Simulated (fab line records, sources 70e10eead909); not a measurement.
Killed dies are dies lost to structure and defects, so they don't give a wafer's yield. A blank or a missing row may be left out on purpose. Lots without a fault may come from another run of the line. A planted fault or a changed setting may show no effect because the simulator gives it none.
A struck lot beside a sound one | flow nand_harc | 13 steps out of a route of 1159
Sound: wafers L906.3, L906.5, L906.6. Struck: wafer L920.2. (L920.4 of the same lot was not struck and is left out.) The cause comes at the end.
At each step with rows: each side's tool, then ch and its chambers, then its first start. Under that, the readings that differ: sound wafers | struck wafers | difference of the means | sigmas: that difference in standard deviations of wafers without a fault.
alike: readings whose means differ by less than 2 such deviations, and words and numbers that are the same on both sides. not compared: withheld readings, readings that some wafer has no value for, bounds like >300 that may hide the same value, and numbers for which the record gives no deviation and whose values overlap.
The two part at a step that has a row with sigmas, a row that says differs or no value, or rows on one side only. Numbers that don't overlap but have no deviation are shown without sigmas and don't part them. A reading that every wafer of one side lacks parts them only if that side has two wafers or more.

first, 1 step without rows for these wafers: NHARC_A_SLIT_SRD_20.
NHARC_A_SLIT_CD_MEAS_21:
  sound on cd_sem-01, day 14 15:50; struck on cd_sem-02, day 18 12:45
  alike: cd_nm
then, 3 steps without rows for these wafers: NHARC_A_SIN_REMOVE_WET_00 (chemistry H3PO4, time 15300 s); NHARC_A_SIN_REMOVE_PRECLEAN_01 (cleans in SC1); NHARC_A_SIN_REMOVE_SRD_02.
NHARC_A_SIN_REMOVE_INSPECT_04:
  sound on defect_inspect-02, day 14 23:31; struck on defect_inspect-01, day 18 20:26
  alike: raw_defect_count
NHARC_A_WL_FILL_ALD_00: deposits Al2O3, target thk 3 nm, pulse time 3 s, ald cycles 30.
  sound on ald_hk-02 ch 0,2,3, day 14 23:40; struck on ald_hk-01 ch 1, day 18 20:34
  alike: heater_power_w, precursor_pulse_height_rel
NHARC_A_WL_FILL_RTA_01: time 5 s.
  sound on rtp_anneal-01 ch 0, day 14 23:53; struck on rtp_anneal-01 ch 0, day 18 20:48
  alike: lamp_power_pct, lamp_zone_6_pct, wafer_temp_C_max
NHARC_A_WL_FILL_ALD_02: deposits TiN, target thk 2 nm, pulse time 3 s, ald cycles 100.
  sound on ald_metal-03 ch 0,1, day 15 00:05; struck on ald_metal-03 ch 2, day 18 20:59
  alike: heater_power_w, precursor_pulse_height_rel
NHARC_A_WL_FILL_CVD_03: deposits W, target thk 40 nm, time 3302 s.
  sound on cvd_w-01 ch 0,1, day 15 02:18; struck on cvd_w-02 ch 0, day 19 01:37
  alike: heater_power_w, mfc_ar_sccm, throttle_valve_pct
NHARC_A_WL_FILL_ETCHBACK_04: etches the open film in NF3, target depth 60 nm, time 120 s.
  sound on rie_metal-03 ch 0,1, day 15 04:17; struck on rie_metal-03 ch 0, day 19 04:29
  reading                | sound             | struck | difference                   | sigmas
  rf_hours_counter_h (h) | - - -             | 4.2    | no value on the sound wafers |
  run_length_s (s)       | 142.1 142.0 142.0 | 96.6   | -45.4                        | -91
  alike: drypump_motor_current_A, oes_product_au
NHARC_A_WL_FILL_ETCHBACK_05: etches the open film in Cl2/BCl3, target depth 22 nm, time 60 s.
  sound on rie_metal-03 ch 0,1, day 15 04:28; struck on rie_metal-03 ch 1, day 19 04:44
  reading                | sound | struck | difference                   | sigmas
  rf_hours_counter_h (h) | - - - | 4.3    | no value on the sound wafers |
  alike: drypump_motor_current_A, oes_product_au, run_length_s
-- the record jumps here: 4 days lie between the struck wafers' starts before and after (it left off in module A_WL_FILL and takes up again in module END, whose first step shown is number 1159 of the route) --
NHARC_END_SORT_01:
  the record has rows for the struck wafers here (prober-02 ch 0, day 23 11:08) and none for the sound ones

WHERE THEY PART
First at NHARC_A_WL_FILL_ETCHBACK_04; last, within this record, at NHARC_END_SORT_01.

WHY: what the simulator had put in
Process parameter drift: rie_metal-03, from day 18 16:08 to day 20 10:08, at NHARC_A_WL_FILL_ETCHBACK_04. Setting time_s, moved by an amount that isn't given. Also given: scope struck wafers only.
